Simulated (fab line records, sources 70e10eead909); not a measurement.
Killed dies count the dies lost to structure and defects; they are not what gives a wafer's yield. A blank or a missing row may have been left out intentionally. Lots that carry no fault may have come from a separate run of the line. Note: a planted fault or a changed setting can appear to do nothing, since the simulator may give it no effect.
Matching of chambers | flow nandHarc | NHARC_A_STAIRCASE_DESCUM_11 on rieDiel-08 has 4 sister chambers
The step chemistry O2, time 3 s. 8 wafers are shown with their chamber, then 9 later ones without.

WAFERS WITH THEIR CHAMBER
wafer  | chamber | showerheadPlenumPTorr (Torr) | drypumpMotorCurrentA (A)
L085.5 | 1       | 1.85                         | 5.9
L088.5 | 2       | 1.94                         | 6.5
L090.1 | 0       | 1.80                         | 6.2
L090.3 | 1       | 1.85                         | 5.9
L090.5 | 3       | 1.85                         | 5.5
L094.1 | 2       | 1.94                         | 6.4
L094.3 | 3       | 1.85                         | 5.6
L094.6 | 0       | 1.79                         | 6.2

WAFERS WITH NO CHAMBER GIVEN
wafer  | showerheadPlenumPTorr (Torr) | drypumpMotorCurrentA (A)
L096.2 | 1.84                         | 5.9
L096.4 | 1.94                         | 6.5
L096.5 | 1.84                         | 5.9
L096.1 | 1.85                         | 5.6
L096.3 | 1.79                         | 6.2
L096.6 | 1.94                         | 6.4
L097.3 | 1.94                         | 6.5
L097.4 | 1.85                         | 5.6
L097.5 | 1.85                         | 5.5

WHICH CHAMBER EACH WENT THROUGH
wafer  | from the rows above | in truth
L096.2 | 1                   | 1
L096.4 | 2                   | 2
L096.5 | 1                   | 1
L096.1 | 3                   | 3
L096.3 | 0                   | 0
L096.6 | 2                   | 2
L097.3 | 2                   | 2
L097.4 | 3                   | 3
L097.5 | 3                   | 3
9 of 9 placed correctly. Not placeable from these rows: 0. Wrongly placed: 0.
How it was worked out, from the rows above alone: a wafer's distance from a chamber is the root of the sum, over the readings, of the square of ((its reading less the chamber's mean) divided by the reading's scatter). The wafer belongs to the nearest chamber; if the next one is less than 2 further off, it can't be placed. For every chamber, the mean is computed from those of its wafers that are shown. The scatter is the square root of a quotient: the sum, over the shown wafers, of each reading's squared deviation from its chamber's mean, divided by wafers minus chambers.
